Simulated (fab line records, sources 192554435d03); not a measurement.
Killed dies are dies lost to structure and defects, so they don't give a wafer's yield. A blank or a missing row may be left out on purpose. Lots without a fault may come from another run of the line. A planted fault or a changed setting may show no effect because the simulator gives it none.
Split-lot experiment | flow n5_finfet | 7 lots, 21 wafers read, on a route of 1938 steps

THE SPLIT
At N5_BEOL_M6_TRENCH_ETCH_37 (etches SiCOH lowk in C4F6/O2, target depth 94.435 nm, time 31.5 s), the setting source_w was moved away from the recipe's 345 W on 9 of the 21 wafers read, by -7.8% to +14.1%. The other wafers ran this setting at the recipe's value.

FROM THE SPLIT TO THE READING: what the file shows between them, 2 steps
- N5_BEOL_M6_ETCH_41: etches SiCN in CH3F/O2, target depth 29.7 nm, time 52 s
- N5_BEOL_M6_STRIP_80: strips in N2/H2, time 10 s

THE READING
trench_depth_nm, in nm, at N5_BEOL_M6_OCD_MEAS_38. Fault-free wafers of this fab line usually give 94.5 nm, standard deviation 1.2 nm.

wafer  | tool, chamber at the split | source_w as run, W | against the recipe | trench_depth_nm, nm | against lot-mates on the recipe
L077.2 | rie_diel-05, 0             | 345                | recipe             | 94.3                | -
L077.4 | rie_diel-05, 1             | 345                | recipe             | 93.4                | -
L077.5 | rie_diel-05, 0             | 386.7              | +12.1%             | 99.0                | +5.2
L079.1 | rie_diel-06, 2             | 345                | recipe             | 96.1                | -
L079.5 | rie_diel-06, 2             | 386.9              | +12.1%             | 99.5                | +3.4
L079.6 | rie_diel-06, 3             | 386.9              | +12.1%             | 97.7                | +1.6
L082.1 | rie_diel-06, 1             | 345                | recipe             | 94.6                | -
L082.2 | rie_diel-06, 2             | 345                | recipe             | 96.3                | -
L082.5 | rie_diel-06, 2             | 345                | recipe             | 96.0                | -
L085.1 | rie_diel-01, 2             | 345                | recipe             | 95.0                | -
L085.5 | rie_diel-01, 2             | 345                | recipe             | 95.0                | -
L085.6 | rie_diel-01, 3             | 318                | -7.8%              | 90.2                | -4.8
L089.1 | rie_diel-06, 1             | 381.7              | +10.6%             | 98.7                | +3.4
L089.2 | rie_diel-06, 3             | 381.7              | +10.6%             | 98.7                | +3.4
L089.6 | rie_diel-06, 0             | 345                | recipe             | 95.3                | -
L093.4 | rie_diel-01, 0             | 345                | recipe             | 94.7                | -
L093.5 | rie_diel-01, 2             | 393.5              | +14.1%             | 100.2               | +6.2
L093.6 | rie_diel-01, 1             | 345                | recipe             | 93.2                | -
L095.1 | rie_diel-01, 1             | 345                | recipe             | 92.8                | -
L095.2 | rie_diel-01, 2             | 366.4              | +6.2%              | 98.3                | +5.5
L095.4 | rie_diel-01, 3             | 366.4              | +6.2%              | 97.1                | +4.3

THE FIT
A straight line over all 21 wafers: trench_depth_nm changes by +0.388 nm for each +1% of source_w; r = +0.92; the points scatter about the line by 1 nm.
The same after taking each lot's own level away (the mean of its wafers on the recipe; 21 wafers): +0.384 nm for each +1%; r = +0.88; scatter 1.3 nm.
On that fit, the largest move of source_w shifts the reading by 5.4 nm.
The lots' own levels span 92.80 to 96.10 nm, that is 2.7 times the standard deviation above.
So the lot-to-lot level changes the slope little: the two slopes agree.
Check: with one of the wafers moved furthest among these (+14.1%) left out of the fit, the line predicts +5.13 nm for it against its lot-mates. It came out at +6.25 nm against them.

OTHER SPLITS ON THESE WAFERS
These wafers also went through other splits before the reading. Each is held against what the fit with the lots' levels taken away leaves over:
other split on the same wafers   | wafers away from the commonest value | r with trench_depth_nm (lot level and that fit taken away)
N5_BEOL_M3_COAT_76 spin_rpm      | 8                                    | -0.34
N5_BEOL_M3_TRENCH_ETCH_37 time_s | 7                                    | +0.07
N5_BEOL_M4_COAT_05 spin_rpm      | 5                                    | -0.03
N5_BEOL_M5_COAT_60 spin_rpm      | 4                                    | +0.00
N5_BEOL_M5_COAT_05 spin_rpm      | 6                                    | +0.44

THE WHOLE CHAIN: every reading that the file lists as answering this split, in the file's order
step                      | what it does                                                      | reading                                                                   | change (the file's fit)               | r (the file's)
N5_BEOL_M6_TRENCH_ETCH_37 | etches SiCOH lowk in C4F6/O2, target depth 94.435 nm, time 31.5 s | etch.depth_nm (the simulator's own value, which no gauge read)            | +0.404 nm for each +1% of the setting | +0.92
N5_BEOL_M6_TRENCH_ETCH_37 | etches SiCOH lowk in C4F6/O2, target depth 94.435 nm, time 31.5 s | BEOL_M6.feature_depth_nm (the simulator's own value, which no gauge read) | +0.406 nm for each +1% of the setting | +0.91
N5_BEOL_M6_OCD_MEAS_38    |                                                                   | trench_depth_nm                                                           | +0.403 nm for each +1% of the setting | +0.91

THE FILE'S OWN FIT
trench_depth_nm changes by +0.403 nm for each +1% of source_w, r = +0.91.
